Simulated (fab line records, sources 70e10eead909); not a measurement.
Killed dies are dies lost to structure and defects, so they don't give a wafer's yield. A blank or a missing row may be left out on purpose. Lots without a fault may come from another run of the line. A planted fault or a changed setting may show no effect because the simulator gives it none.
A struck lot beside a sound one | flow nand_harc | 22 steps out of a route of 1159
Sound: wafers L436.1, L436.3, L436.4. Struck: wafers L439.2, L439.3, L439.6. The cause comes at the end.
At each step with rows: each side's tool, then ch and its chambers, then its first start. Under that, the readings that differ: sound wafers | struck wafers | difference of the means | sigmas: that difference in standard deviations of wafers without a fault.
alike: readings whose means differ by less than 2 such deviations, and words and numbers that are the same on both sides. not compared: withheld readings, readings that some wafer has no value for, bounds like >300 that may hide the same value, and numbers for which the record gives no deviation and whose values overlap.
The two part at a step that has a row with sigmas, a row that says differs or no value, or rows on one side only. Numbers that don't overlap but have no deviation are shown without sigmas and don't part them. A reading that every wafer of one side lacks parts them only if that side has two wafers or more.

NHARC_A_BLC_CVD_24: deposits W, target thk 150 nm, time 434 s.
  sound on cvd_w-02 ch 0,1; struck on cvd_w-02 ch 0,1
  alike: heater_power_w, throttle_valve_pct
  not compared: since_wet_clean_h
NHARC_A_BLC_CMP_25: polishes, t overpolish 30 s, target thk 150 nm.
  sound on cmp-03 ch 1,2,3, day 17 19:32; struck on cmp-02 ch 0,2,3, day 19 17:41
  alike: motor_current_A, overpolish_run_s, time_to_endpoint_s
then, 1 step without rows for these wafers: NHARC_A_BLC_SRD_27.
NHARC_A_BLC_INSPECT_28:
  sound on defect_inspect-02, day 17 19:55; struck on defect_inspect-02, day 19 18:06
  alike: raw_defect_count
then, 7 steps without rows for these wafers: NHARC_A_M0_DEP_00 (deposits SiOC, target thk 150 nm); NHARC_A_M0_DEHYDRATE_01 (time 120 s); NHARC_A_M0_HMDS_02 (time 30 s); NHARC_A_M0_COAT_33 (time 65 s); NHARC_A_M0_COAT_03 (resist thk 90 nm); NHARC_A_M0_SOFTBAKE_04 (time 55 s); NHARC_A_M0_EBR_05.
NHARC_A_M0_EXPOSE_06: exposes mask A M0, target cd 80 nm.
  sound on arfi_scanner-01 ch 0, day 17 20:35; struck on arfi_scanner-01 ch 0, day 19 18:45
  reading              | sound             | struck            | difference | sigmas
  exposure_dose_mJ_cm2 | 83.31 83.19 83.12 | 81.74 81.77 81.72 | -1.46      | -18
  alike: mask
then, 2 steps without rows for these wafers: NHARC_A_M0_PEB_07 (peb time 65 s); NHARC_A_M0_DEVELOP_08 (develop time 35 s).
NHARC_A_M0_CD_MEAS_09: target cd 80 nm.
  sound on cd_sem-01 ch 0, day 17 20:44; struck on cd_sem-01 ch 0, day 19 18:53
  reading    | sound          | struck         | difference | sigmas
  cd_nm (nm) | 80.9 79.8 79.6 | 78.7 78.7 77.8 | -1.7       | -3
NHARC_A_M0_OVL_MEAS_10: pitch 160 nm.
  sound on overlay-02, day 17 20:49; struck on overlay-01, day 19 18:58
  alike: overlay_x_nm, overlay_y_nm
NHARC_A_M0_INSPECT_11:
  sound on defect_inspect-01, day 17 20:52; struck on defect_inspect-01, day 19 19:01
  alike: raw_defect_count
NHARC_A_M0_DESCUM_14: chemistry O2, time 3 s.
  sound on rie_diel-06 ch 1,2,3, day 17 20:56; struck on rie_diel-09 ch 0,3, day 19 19:05
  reading               | sound             | struck            | difference | sigmas
  oes_product_au (a.u.) | 1.013 1.018 1.019 | 0.985 0.995 0.998 | -0.024     | -3
  model.A_M0.cd_nm (nm) | 80.72 79.8 79.65  | 78.19 78.52 77.99 | -1.82      |
  alike: drypump_motor_current_A, rf_vpp_V, showerhead_plenum_p_Torr, throttle_valve_pct
  not compared: rf_hours_counter_h
NHARC_A_M0_ETCH_34: etches the open film in N2/H2, target depth 40 nm, overetch 12 nm, time 43.94 s.
  sound on rie_diel-06 ch 1,2,3, day 17 21:00; struck on rie_diel-09 ch 2,3, day 19 19:09
  alike: drypump_motor_current_A, oes_product_au, rf_vpp_V, showerhead_plenum_p_Torr, throttle_valve_pct
  not compared: rf_hours_counter_h
NHARC_A_M0_ETCH_15: etches the open film in C4F8/Ar, target depth 150 nm, overetch 15 nm, time 82.5 s.
  sound on rie_diel-06 ch 1,2,3; struck on rie_diel-09 ch 0,1,2
  reading               | sound            | struck           | difference | sigmas
  model.A_M0.cd_nm (nm) | 80.8 79.64 79.68 | 78.12 78.7 78.33 | -1.66      |
  alike: oes_product_au, rf_vpp_V
  not compared: rf_hours_counter_h
NHARC_A_M0_CD_MEAS_16:
  sound on cd_sem-01, day 17 21:13; struck on cd_sem-01, day 19 19:22
  reading    | sound          | struck         | difference | sigmas
  cd_nm (nm) | 80.9 79.4 79.5 | 78.0 78.8 78.3 | -1.6       | -3
NHARC_END_SORT_01:
  the record has rows for the struck wafers here (prober-02 ch 0, day 21 10:34) and none for the sound ones

WHERE THEY PART
First at NHARC_A_M0_EXPOSE_06; last, within this record, at NHARC_END_SORT_01.

WHY: what the simulator had put in
Process parameter drift: arfi_scanner-01, from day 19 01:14 on, at NHARC_A_M0_EXPOSE_06. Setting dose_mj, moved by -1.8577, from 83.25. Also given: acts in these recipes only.
